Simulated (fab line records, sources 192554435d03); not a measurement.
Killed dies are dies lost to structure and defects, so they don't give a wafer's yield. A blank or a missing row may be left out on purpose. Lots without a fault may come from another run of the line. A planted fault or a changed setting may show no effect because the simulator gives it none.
fab line records | flow n5_finfet
record lots=7 wafers=21
route steps=1938 shown HKMG_FIN@427 GATE_CUT@481 MOL_CONTACT_COAG@586 BEOL_M1@761 BEOL_M2@860
start_h: hours from the record's first day to the start of the lot's first wafer shown | wait_h: hours since the lot's step before | " the same as in the row above | L1.1+2: a row that stands for several wafers | - no value, or no start given | * or withheld: withheld | < > ~ a bound
route shown NAME@n: a module of which the file shows steps, and the number in the route of the first | usual: mean/standard deviation of fault-free wafers | same: alike in all rows | chamber/n: place in a boat | sites: the reading at each site | _std_site: their standard deviation | _edge_site: outer sites' mean less inner sites' | radius_mm: how far each site lies from the wafer's centre | mask NAME#n: copy n | behind: the tool/chamber that last shaped the wafer | hold: why the lot was held/for how many hours/how that ended | device: the transistor (n, p or np) that didn't switch | end of line: the same wafers' tests at the end of the route | a step without rows: its recipe alone | killed: dies lost to structure and defects at the first sort, not the wafer's yield | map: a wafer's dies, x killed, . not, _ none there
set.NAME: the setting as run; set.NAME@STEP: as run at that earlier step | model.NAME: the simulator's own value behind a step, which no gauge read
lots whose settings were changed on purpose; a table a step, a row a wafer
## steps
# step N5_HKMG_FIN_EXPOSE_09
# recipe mask_id=NWFM na=1.35 source_shape=conventional sigma_outer=0.8 polarization=unpolarized dose_mj=39.25
# columns lot.wafer tool chamber start_h wait_h mask set.dose_mj
L074.2 arfi_scanner-03 0 76.00 - NWFM#0 36.64
L074.4+6 " 0 " " NWFM#0 39.25
L075.1+4 arfi_scanner-03 0 82.26 - NWFM#0 38.11
L075.3 " 0 " " NWFM#0 39.25
L076.1+2+3 arfi_scanner-02 0 86.10 - NWFM#0 39.25
L078.1 arfi_scanner-02 0 100.47 - NWFM#0 41.98
L078.5+6 " 0 " " NWFM#0 39.25
L083.3+5+6 arfi_scanner-02 0 133.41 - NWFM#0 39.25
L088.2 arfi_scanner-03 0 158.97 - NWFM#0 39.25
L088.3+4 " 0 " " NWFM#0 41.28
L090.1 arfi_scanner-02 0 169.03 - NWFM#0 40.85
L090.3+4 " 0 " " NWFM#0 39.25
# step N5_HKMG_FIN_PEB_10
# recipe peb_temp_c=withheld peb_time_s=60 resist=CAR-ArF
# step N5_HKMG_FIN_DEVELOP_11
# recipe develop_time_s=30 developer=TMAH resist=CAR-ArF dev_temp_c=23 rinse_liquid=diw dry=air_spin
# columns lot.wafer tool chamber start_h wait_h set.spin_rpm@HKMG_FIN_COAT_06 model.CAR-ArF_of_HKMG_FIN_COAT_06.thk_nm
L074.2 litho_track-04 0 - - 1617 85.4
L074.4 " 0 " " 1500 88.6
L074.6 " 0 " " 1617 85.2
L075.1 litho_track-04 0 - - 1500 88.4
L075.3 " 0 " " 1500 88
L075.4 " 0 " " 1634 84.4
L076.1 litho_track-04 0 - - 1500 88.2
L076.2+3 " 0 " " 1500 88
L078.1+5 litho_track-04 0 - - 1543 86.8
L078.6 " 0 " " 1500 88
L083.3 litho_track-04 0 - - 1500 88.8
L083.5 " 0 " " 1500 88.4
L083.6 " 0 " " 1500 88.6
L088.2 litho_track-04 0 - - 1500 88.6
L088.3 " 0 " " 1406 91.4
L088.4 " 0 " " 1406 91.6
L090.1 litho_track-01 0 - - 1500 88.2
L090.3 " 0 " " 1620 84.8
L090.4 " 0 " " 1620 85
# step N5_HKMG_FIN_CD_MEAS_12
# recipe target_cd_nm=92.8 landing_energy_ev=500 detector=se_inlens
# usual cd_nm=93.0/0.52
# columns lot.wafer tool chamber start_h wait_h set.dose_mj@HKMG_FIN_EXPOSE_09 cd_nm
L074.2 cd_sem-01 0 76.12 - 36.64 89.9
L074.4 " 0 " " 39.25 92.6
L074.6 " 0 " " 39.25 93.2
L075.1 cd_sem-01 0 82.38 - 38.11 89.6
L075.3 " 0 " " 39.25 92.5
L075.4 " 0 " " 38.11 89.6
L076.1 cd_sem-03 0 86.22 - 39.25 93.6
L076.2 " 0 " " 39.25 94.0
L076.3 " 0 " " 39.25 93.3
L078.1 cd_sem-01 0 100.59 - 41.98 96.8
L078.5 " 0 " " 39.25 93.2
L078.6 " 0 " " 39.25 92.3
L083.3 cd_sem-01 0 133.52 - 39.25 93.2
L083.5 " 0 " " 39.25 93.2
L083.6 " 0 " " 39.25 93.4
L088.2 cd_sem-03 0 159.08 - 39.25 93.1
L088.3 " 0 " " 41.28 95.7
L088.4 " 0 " " 41.28 95.6
L090.1 cd_sem-01 0 169.16 - 40.85 96.3
L090.3 " 0 " " 39.25 93.1
L090.4 " 0 " " 39.25 93.5
# step N5_HKMG_FIN_DESCUM_17
# recipe chemistry=O2 time_s=7.9 source_power_w=50 bias_power_w=20 pressure_mtorr=20 rf_frequency_hz=2.712e+07 temp_c=40 resist=CAR-ArF o2_flow_sccm=225
# step N5_HKMG_FIN_ETCH_31
# recipe chemistry=CF4 target=SiARC target_depth_a=455 mask_material=CAR-ArF time_s=75.8 ion_energy_ev=80 pressure_mtorr=40 source_w=545 bias_w=36 Ar_flow_sccm=100 cf4_flow_sccm=100 ends=cleared
# columns lot.wafer tool chamber start_h wait_h set.spin_rpm@HKMG_FIN_COAT_06 model.CAR-ArF_of_HKMG_FIN_COAT_06.thk_nm
L074.2+6 rie_diel-02 1 76.27 0.0 1617 48
L074.4 " 2 " " 1500 51.4
L075.1 rie_diel-02 3 82.52 0.0 1500 50.8
L075.3 " 1 " " 1500 50.6
L075.4 " 2 " " 1634 46.8
L076.1 rie_diel-05 1 86.34 0.0 1500 50.8
L076.2+3 " 2,3 " " 1500 50.6
L078.1 rie_diel-02 1 100.78 0.0 1543 49.2
L078.5 " 3 " " 1543 49.4
L078.6 " 2 " " 1500 50.6
L083.3 rie_diel-05 3 133.99 0.0 1500 51.4
L083.5+6 " 0,1 " " 1500 51.2
L088.2 rie_diel-02 1 159.21 0.0 1500 51
L088.3 " 3 " " 1406 54
L088.4 " 0 " " 1406 54.2
L090.1 rie_diel-02 1 169.28 0.0 1500 51
L090.3 " 2 " " 1620 47.4
L090.4 " 3 " " 1620 47.6
# step N5_GATE_CUT_COAT_07
# recipe resist=CAR-EUV spin_rpm=1500 resist_thk_nm=30
# columns lot.wafer tool chamber start_h wait_h set.spin_rpm model.CAR-EUV_of_GATE_CUT_COAT_07.thk_nm
L074.2 litho_track-01 0 - - 1604 29
L074.4+6 " 0 " " 1500 30
L075.1+3+4 litho_track-03 0 - - 1500 30
L076.1+3 litho_track-02 0 - - 1500 30
L076.2 " 0 " " 1500 29.8
L078.1 litho_track-01 0 - - 1339 31.8
L078.5+6 " 0 " " 1500 30
L083.3+5+6 litho_track-01 0 - - 1500 30
L088.2+3 litho_track-02 0 - - 1592 29.2
L088.4 " 0 " " 1500 30
L090.1+3 litho_track-02 0 - - 1500 30
L090.4 " 0 " " 1500 30.2
# step N5_GATE_CUT_EBR_09
# recipe solvent=PGMEA ebr_width_mm=1.5
# step N5_GATE_CUT_SOFTBAKE_08
# recipe temp_c=110 time_s=60 resist=CAR-EUV
# step N5_GATE_CUT_EXPOSE_10
# recipe mask_id=GATE_CUT na=0.33 source_shape=annular sigma_inner=0.35 sigma_outer=0.8 polarization=unpolarized target_cd_nm=20 dose_mj=43.25
# step N5_GATE_CUT_PEB_11
# recipe peb_temp_c=100 peb_time_s=60 resist=CAR-EUV
# step N5_GATE_CUT_DEVELOP_12
# recipe develop_time_s=30 developer=TMAH resist=CAR-EUV rinse_liquid=surfactant_rinse dry=air_spin dev_temp_c=23
# columns lot.wafer tool chamber start_h wait_h set.spin_rpm@GATE_CUT_COAT_07 model.CAR-EUV_of_GATE_CUT_COAT_07.thk_nm
L074.2 litho_track-02 0 - - 1604 28.6
L074.4 " 0 " " 1500 29.6
L074.6 " 0 " " 1500 29.4
L075.1+3+4 litho_track-03 0 - - 1500 29.6
L076.1+2+3 litho_track-03 0 - - 1500 29.4
L078.1 litho_track-03 0 - - 1339 31.4
L078.5+6 " 0 " " 1500 29.6
L083.3+5+6 litho_track-02 0 - - 1500 29.6
L088.2+3 litho_track-03 0 - - 1592 28.6
L088.4 " 0 " " 1500 29.6
L090.1+3+4 litho_track-02 0 - - 1500 29.6
# step N5_MOL_CONTACT_COAG_VIA_ETCH_46
# recipe chemistry=C4F6/O2 target_depth_a=460 overetch_a=92 mask_material=SOC target=SiO2 bias_w=455 pressure_mtorr=10 time_s=40 source_w=325 Ar_flow_sccm=300 C4F6_flow_sccm=10 O2_flow_sccm=10 ion_energy_ev=575.3 ends=end_point
# usual rf_vpp_V=1592/11
# columns lot.wafer tool chamber start_h wait_h set.bias_w rf_vpp_V
L074.2 rie_diel-05 2 103.18 0.0 455 1581
L074.4 " 3 " " 455 1584
L074.6 " 0 " " 455 1606
L075.1 rie_diel-02 1 109.10 0.0 455 1606
L075.3 " 3 " " 499 1701
L075.4 " 2 " " 455 1605
L076.1 rie_diel-04 0 115.06 0.0 405.1 1455
L076.2 " 3 " " 455 1599
L076.3 " 1 " " 455 1568
L078.1 rie_diel-04 1 123.78 0.0 483 1639
L078.5 " 0 " " 483 1660
L078.6 " 1 " " 455 1568
L083.3 rie_diel-05 3 156.99 0.0 455 1584
L083.5 " 3 " " 455 1584
L083.6 " 2 " " 455 1607
L088.2 rie_diel-05 2 183.20 0.0 455 1608
L088.3 " 1 " " 424.8 1507
L088.4 " 3 " " 424.8 1504
L090.1 rie_diel-04 2 194.28 0.0 504.5 1714
L090.3 " 1 " " 504.5 1692
L090.4 " 0 " " 455 1588
# step N5_BEOL_M1_EXPOSE_08
# recipe mask_id=M1 na=0.33 source_shape=dipole sigma_inner=0.369 sigma_outer=0.767 polarization=unpolarized dose_mj=33
# columns lot.wafer tool chamber start_h wait_h mask set.dose_mj
L074.2 euv_scanner-01 0 129.36 - M1#0 31.97
L074.4+6 " 0 " " M1#0 33
L075.1+3+4 euv_scanner-01 0 131.63 - M1#0 33
L076.1+3 euv_scanner-01 0 134.99 - M1#0 32.25
L076.2 " 0 " " M1#0 33
L078.1+6 euv_scanner-01 0 143.56 - M1#0 31.93
L078.5 " 0 " " M1#0 33
L083.3+5+6 euv_scanner-01 0 180.56 - M1#0 33
L088.2+4 euv_scanner-02 0 206.35 - M1#0 33
L088.3 " 0 " " M1#0 35.29
L090.1+4 euv_scanner-02 0 215.15 - M1#0 35.28
L090.3 " 0 " " M1#0 33
# step N5_BEOL_M1_PEB_09
# recipe peb_temp_c=100 peb_time_s=60 resist=CAR-EUV
# step N5_BEOL_M1_DEVELOP_10
# recipe develop_time_s=30 developer=TMAH resist=CAR-EUV rinse_liquid=surfactant_rinse dry=air_spin dev_temp_c=23
# step N5_BEOL_M1_CD_MEAS_11
# recipe target_cd_nm=17.05 landing_energy_ev=500 detector=se_inlens polarity=opening
# usual cd_nm=17.04/0.21
# columns lot.wafer tool chamber start_h wait_h set.dose_mj@BEOL_M1_EXPOSE_08 cd_nm
L074.2 cd_sem-02 0 129.48 - 31.97 16.25
L074.4 " 0 " " 33 17.04
L074.6 " 0 " " 33 16.73
L075.1 cd_sem-03 0 131.75 - 33 16.92
L075.3 " 0 " " 33 16.81
L075.4 " 0 " " 33 16.89
L076.1 cd_sem-03 0 135.11 - 32.25 16.49
L076.2 " 0 " " 33 16.90
L076.3 " 0 " " 32.25 16.59
L078.1 cd_sem-02 0 143.69 - 31.93 16.43
L078.5 " 0 " " 33 17.09
L078.6 " 0 " " 31.93 16.38
L083.3 cd_sem-01 0 180.68 - 33 17.08
L083.5 " 0 " " 33 17.28
L083.6 " 0 " " 33 17.40
L088.2 cd_sem-02 0 206.47 - 33 17.16
L088.3 " 0 " " 35.29 18.07
L088.4 " 0 " " 33 17.02
L090.1 cd_sem-03 0 215.28 - 35.28 18.50
L090.3 " 0 " " 33 16.97
L090.4 " 0 " " 35.28 18.17
# step N5_BEOL_M1_DESCUM_16
# recipe chemistry=O2 time_s=7 source_power_w=50 bias_power_w=20 pressure_mtorr=20 rf_frequency_hz=2.712e+07 temp_c=40 resist=CAR-EUV o2_flow_sccm=225
# step N5_BEOL_M1_ETCH_74
# recipe chemistry=N2/H2 target=underlayer target_depth_a=65 mask_material=CAR-EUV time_s=5.2 ion_energy_ev=200 pressure_mtorr=30 source_w=840 bias_w=150 n2_flow_sccm=200 h2_flow_sccm=200 ends=cleared
# columns lot.wafer tool chamber start_h wait_h set.dose_mj@BEOL_M1_EXPOSE_08 model.BEOL_M1.cd_offset_nm
L074.2 rie_diel-06 2 129.63 0.0 31.97 -0.8
L074.4+6 " 1,3 " " 33 -0.2
L075.1+3+4 rie_diel-01 0,2,1 131.91 0.0 33 -0.2
L076.1+3 rie_diel-03 1,2 135.27 0.0 32.25 -0.6
L076.2 " 3 " " 33 0
L078.1 rie_diel-01 1 143.85 0.0 31.93 -0.8
L078.5 " 2 " " 33 -0.2
L078.6 " 1 " " 31.93 -1
L083.3+5+6 rie_diel-06 2,3,2 180.83 0.0 33 0
L088.2+4 rie_diel-03 1,2 206.67 0.0 33 -0.2
L088.3 " 0 " " 35.29 1.2
L090.1+4 rie_diel-06 0,3 215.60 0.0 35.28 1.2
L090.3 " 1 " " 33 0
# step N5_BEOL_M1_ETCH_63
# recipe chemistry=CF4 target=SiARC target_depth_a=156 mask_material=CAR-EUV time_s=26 ion_energy_ev=80 pressure_mtorr=40 source_w=545 bias_w=36 Ar_flow_sccm=100 cf4_flow_sccm=100 ends=cleared
# columns lot.wafer tool chamber start_h wait_h set.dose_mj@BEOL_M1_EXPOSE_08 model.BEOL_M1.cd_offset_nm
L074.2 rie_diel-06 2 129.65 0.0 31.97 -1
L074.4+6 " 1,3 " " 33 -0.2
L075.1 rie_diel-01 0 131.93 0.0 33 0
L075.3+4 " 2,1 " " 33 -0.2
L076.1+3 rie_diel-03 1,2 135.29 0.0 32.25 -0.6
L076.2 " 3 " " 33 -0.2
L078.1 rie_diel-01 1 143.86 0.0 31.93 -0.8
L078.5 " 2 " " 33 -0.2
L078.6 " 1 " " 31.93 -1
L083.3+6 rie_diel-06 2 180.85 0.0 33 0
L083.5 " 3 " " 33 0.2
L088.2+4 rie_diel-03 1,2 206.69 0.0 33 -0.2
L088.3 " 0 " " 35.29 1.2
L090.1+4 rie_diel-06 0,3 215.62 0.0 35.28 1.2
L090.3 " 1 " " 33 -0.2
# step N5_BEOL_M1_ETCH_64
# recipe chemistry=N2/H2 target=SOC target_depth_a=750 overetch_a=150 mask_material=SiARC temp_c=40 time_s=112.5 ion_energy_ev=200 pressure_mtorr=30 source_w=840 bias_w=150 n2_flow_sccm=200 h2_flow_sccm=200
# columns lot.wafer tool chamber start_h wait_h set.time_s model.SiARC_of_BEOL_M1_COAT_62.thk_nm
L074.2+6 rie_diel-06 2,3 129.68 0.0 112.5 6.8
L074.4 " 1 " " 90.47 7.8
L075.1 rie_diel-01 0 131.96 0.0 112.5 6.6
L075.3 " 2 " " 112.5 6.8
L075.4 " 1 " " 134.6 5.8
L076.1+2 rie_diel-03 1,3 135.32 0.0 129.7 6
L076.3 " 2 " " 112.5 6.8
L078.1+6 rie_diel-01 1 143.89 0.0 112.5 6.8
L078.5 " 2 " " 121.3 6.4
L083.3+5+6 rie_diel-06 2,3,2 180.88 0.0 112.5 6.8
L088.2 rie_diel-03 1 206.72 0.0 126.3 6.2
L088.3 " 0 " " 126.3 6.4
L088.4 " 2 " " 112.5 6.8
L090.1 rie_diel-06 1 215.64 0.0 112.5 6.6
L090.3 " 3 " " 112.5 6.8
L090.4 " 0 " " 99.55 7.2
# step N5_BEOL_M1_STRIP_65
# recipe chemistry=N2/H2 temp_c=40 n2_flow_sccm=200 h2_flow_sccm=200 rf_frequency_hz=6e+07
# step N5_BEOL_M1_STRIP_75
# recipe chemistry=N2/H2 temp_c=40 n2_flow_sccm=200 h2_flow_sccm=200 rf_frequency_hz=6e+07
# step N5_BEOL_M1_STRIP_66
# recipe chemistry=CF4 resist=SiARC power_w=300 bias_power_w=75 pressure_mtorr=50 cf4_flow_sccm=150 rf_frequency_hz=6e+07
# step N5_BEOL_M1_HM_OPEN_17
# recipe chemistry=Cl2/BCl3 target_depth_a=200 overetch_a=60 target=TiN mask_material=SOC ion_energy_ev=150 pressure_mtorr=10 icp_w=1000 bias_w=126 Cl2_flow_sccm=53.25 bcl3_flow_sccm=21.75 Ar_flow_sccm=25
# columns lot.wafer tool chamber start_h wait_h set.time_s@BEOL_M1_ETCH_64 model.etch.depth_nm
L074.2 rie_metal-01 1 129.85 0.0 112.5 19.85
L074.4 " 0 " " 90.47 19.55
L074.6 " 0 " " 112.5 19.71
L075.1 rie_metal-01 1 132.12 0.0 112.5 19.69
L075.3 " 0 " " 112.5 19.73
L075.4 " 1 " " 134.6 17.36
L076.1 rie_metal-03 0 135.48 0.0 129.7 18.48
L076.2 " 1 " " 129.7 18.47
L076.3 " 1 " " 112.5 20.02
L078.1 rie_metal-01 1 144.06 0.0 112.5 19.96
L078.5 " 0 " " 121.3 18.96
L078.6 " 1 " " 112.5 20.01
L083.3 rie_metal-03 0 181.08 0.1 112.5 20.06
L083.5 " 0 " " 112.5 20.2
L083.6 " 1 " " 112.5 20.24
L088.2 rie_metal-02 1 206.89 0.0 126.3 18.44
L088.3 " 0 " " 126.3 18.43
L088.4 " 1 " " 112.5 19.77
L090.1 rie_metal-02 1 215.81 0.0 112.5 19.64
L090.3 " 1 " " 112.5 19.98
L090.4 " 1 " " 99.55 20.04
# step N5_BEOL_M1_STRIP_19
# recipe chemistry=O2 power_w=400 temp_c=40 pressure_mtorr=30 rf_frequency_hz=6e+07 bias_power_w=0 overash_fraction=0.2 o2_flow_sccm=225
# step N5_BEOL_M1_CD_MEAS_18
# recipe pitch_nm=36 target_cd_nm=18
# usual cd_nm=17.99/0.26
# columns lot.wafer tool chamber start_h wait_h set.dose_mj@BEOL_M1_EXPOSE_08 cd_nm
L074.2 cd_sem-01 - 130.03 0.1 31.97 17.12
L074.4 " - " " 33 17.48
L074.6 " - " " 33 17.69
L075.1 cd_sem-02 - 132.32 0.0 33 17.99
L075.3 " - " " 33 17.54
L075.4 " - " " 33 18.28
L076.1 cd_sem-02 - 135.66 0.0 32.25 17.52
L076.2 " - " " 33 18.31
L076.3 " - " " 32.25 17.57
L078.1 cd_sem-02 - 144.24 0.0 31.93 16.90
L078.5 " - " " 33 18.00
L078.6 " - " " 31.93 16.83
L083.3 cd_sem-02 - 181.23 0.1 33 18.29
L083.5 " - " " 33 17.73
L083.6 " - " " 33 17.77
L088.2 cd_sem-02 - 207.07 0.1 33 17.93
L088.3 " - " " 35.29 19.18
L088.4 " - " " 33 17.80
L090.1 cd_sem-01 - 216.08 0.0 35.28 18.79
L090.3 " - " " 33 17.95
L090.4 " - " " 35.28 19.12
# step N5_BEOL_M1_COAT_67
# recipe resist=SOC temp_c=250 time_s=60 spin_rpm=1500 resist_thk_nm=60
# step N5_BEOL_M1_COAT_68
# recipe resist=SiARC temp_c=220 time_s=60 spin_rpm=1500 resist_thk_nm=12
# step N5_BEOL_M1_PRECLEAN_42
# recipe chemistry=residue_remover time_s=60 temp_c=40
# step N5_BEOL_M1_SRD_43
# recipe time_s=30 temp_c=23 rinse_liquid=diw dry=ipa_marangoni
# step N5_BEOL_M1_CD_MEAS_35
# recipe target_cd_nm=18 target_cd_y_nm=21 polarity=opening
# usual cd_nm=17.98/0.3
# columns lot.wafer tool chamber start_h wait_h set.dose_mj@BEOL_M1_EXPOSE_08 cd_nm
L074.2 cd_sem-01 - 133.54 0.0 31.97 16.94
L074.4 " - " " 33 17.70
L074.6 " - " " 33 17.69
L075.1 cd_sem-01 - 133.90 0.0 33 17.77
L075.3 " - " " 33 17.59
L075.4 " - " " 33 17.82
L076.1 cd_sem-01 - 140.13 0.0 32.25 17.83
L076.2 " - " " 33 18.10
L076.3 " - " " 32.25 17.65
L078.1 cd_sem-01 - 147.55 0.0 31.93 17.15
L078.5 " - " " 33 18.02
L078.6 " - " " 31.93 16.63
L083.3 cd_sem-01 - 191.58 0.0 33 18.11
L083.5 " - " " 33 18.45
L083.6 " - " " 33 17.73
L088.2 cd_sem-02 - 210.26 0.0 33 18.02
L088.3 " - " " 35.29 19.18
L088.4 " - " " 33 17.65
L090.1 cd_sem-02 - 222.24 0.0 35.28 19.10
L090.3 " - " " 33 17.62
L090.4 " - " " 35.28 18.74
# step N5_BEOL_M2_ETCH_64
# recipe chemistry=N2/H2 target=SOC target_depth_a=750 overetch_a=225 mask_material=SiARC temp_c=40 time_s=121.9 ion_energy_ev=200 pressure_mtorr=30 source_w=840 bias_w=150 n2_flow_sccm=200 h2_flow_sccm=200
# usual rf_vpp_V=525/3.6
# columns lot.wafer tool chamber start_h wait_h set.bias_w rf_vpp_V model.SiARC_of_BEOL_M2_COAT_62.thk_nm
L074.2 rie_diel-04 3 139.43 0.0 150 523 6.2
L074.4 " 2 " " 150 522 6.2
L074.6 " 0 " " 150 528 6.2
L075.1 rie_diel-04 3 140.88 0.0 161.1 549 5.6
L075.3 " 1 " " 150 520 6.4
L075.4 " 0 " " 161.1 553 5.8
L076.1 rie_diel-05 1 144.75 0.0 150 518 6.4
L076.2 " 0 " " 150 527 6.4
L076.3 " 3 " " 150 526 6.4
L078.1 rie_diel-02 0 153.36 0.0 132.7 488 7
L078.5 " 1 " " 150 527 6.4
L078.6 " 2 " " 150 523 6.4
L083.3 rie_diel-04 0 196.90 0.0 150 528 6.2
L083.5 " 2 " " 150 521 6.2
L083.6 " 3 " " 150 524 6.2
L088.2 rie_diel-05 3 216.08 0.0 162.6 554 5.6
L088.3 " 0 " " 150 526 6.2
L088.4 " 2 " " 162.6 556 5.6
L090.1 rie_diel-02 3 227.80 0.0 150 525 6.4
L090.3 " 1 " " 129.8 480 7.4
L090.4 " 2 " " 129.8 477 7.2
## key
split step=N5_HKMG_FIN_EXPOSE_09 setting=dose_mj stated=39.25 by=wafer
response step=N5_HKMG_FIN_CD_MEAS_12 reading=cd_nm change=+0.574 per=1% r=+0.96
split step=N5_GATE_CUT_COAT_07 setting=spin_rpm stated=1500 by=wafer
response step=N5_GATE_CUT_COAT_07 reading=model.CAR-EUV_of_GATE_CUT_COAT_07.thk_nm change=-0.155 per=1% r=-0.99
response step=N5_GATE_CUT_DEVELOP_12 reading=model.CAR-EUV_of_GATE_CUT_COAT_07.thk_nm change=-0.158 per=1% r=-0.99
split step=N5_MOL_CONTACT_COAG_VIA_ETCH_46 setting=bias_w stated=455 by=wafer
response step=N5_MOL_CONTACT_COAG_VIA_ETCH_46 reading=rf_vpp_V change=+11.5 per=1% r=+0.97
split step=N5_BEOL_M1_EXPOSE_08 setting=dose_mj stated=33 by=wafer
response step=N5_BEOL_M1_CD_MEAS_11 reading=cd_nm change=+0.175 per=1% r=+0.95
response step=N5_BEOL_M1_ETCH_74 reading=model.BEOL_M1.cd_offset_nm change=+0.194 per=1% r=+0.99
response step=N5_BEOL_M1_ETCH_63 reading=model.BEOL_M1.cd_offset_nm change=+0.207 per=1% r=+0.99
response step=N5_BEOL_M1_CD_MEAS_18 reading=cd_nm change=+0.189 per=1% r=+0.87
response step=N5_BEOL_M1_CD_MEAS_35 reading=cd_nm change=+0.207 per=1% r=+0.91
split step=N5_BEOL_M1_ETCH_64 setting=time_s stated=112.5 by=wafer
response step=N5_BEOL_M1_ETCH_64 reading=model.SiARC_of_BEOL_M1_COAT_62.thk_nm change=-0.0479 per=1% r=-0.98
response step=N5_BEOL_M1_HM_OPEN_17 reading=model.etch.depth_nm shape=bent at_lowest=19.55 at_stated=19.91 at_highest=17.36
split step=N5_BEOL_M2_ETCH_64 setting=bias_w stated=150 by=wafer
response step=N5_BEOL_M2_ETCH_64 reading=rf_vpp_V change=+3.46 per=1% r=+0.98
response step=N5_BEOL_M2_ETCH_64 reading=model.SiARC_of_BEOL_M2_COAT_62.thk_nm change=-0.0665 per=1% r=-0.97
split outside_this_file step=N5_HKMG_FIN_COAT_06 setting=spin_rpm
# split outside_this_file: this setting was split too, and the file shows its column; the key of that split is in another file
